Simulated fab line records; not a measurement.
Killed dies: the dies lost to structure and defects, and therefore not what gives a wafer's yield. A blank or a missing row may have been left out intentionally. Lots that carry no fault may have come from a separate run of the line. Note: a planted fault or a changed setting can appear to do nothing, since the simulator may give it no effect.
Chamber matching | flow nand_harc | NHARC_A_STAIRCASE_TRIM_220 on rie_diel-01: 4 sister chambers
The step chemistry O2, time 211.2 s. 4 wafers are shown with their chamber, then 9 later ones without.

== EACH WAFER AND ITS CHAMBER ==
wafer  | chamber | drypump_motor_current_A (A)
L086.5 | 0       | 5.41
L086.6 | 1       | 6.39
L089.3 | 3       | 5.82
L089.6 | 2       | 5.71

== WAFERS MISSING THEIR CHAMBER ==
wafer  | drypump_motor_current_A (A)
L093.1 | 5.39
L093.2 | 5.82
L093.3 | 5.71
L094.1 | 5.43
L094.2 | 5.70
L094.4 | 5.83
L097.2 | 5.81
L097.3 | 6.36
L097.6 | 6.37

== WHICH CHAMBER EACH WENT THROUGH ==
wafer  | from the rows above | in truth
L093.1 | 0                   | 0
L093.2 | 3                   | 3
L093.3 | 2                   | 2
L094.1 | 0                   | 0
L094.2 | 2                   | 2
L094.4 | 3                   | 3
L097.2 | 3                   | 3
L097.3 | 1                   | 1
L097.6 | 1                   | 1
Correctly placed: 9 of 9. Number that these rows cannot place: 0. Number placed wrongly: 0.
How it was worked out, from the rows above alone: a wafer's distance from a chamber is the root of the sum, over the readings, of the square of ((its reading less the chamber's mean) divided by the reading's scatter). The wafer belongs to the nearest chamber; if the next one is less than 2 further off, it can't be placed. For every chamber, the mean is computed from those of its wafers that are shown. The scatter: root of mean squared gap, hidden wafer to nearest shown wafer, with one shown wafer a chamber.
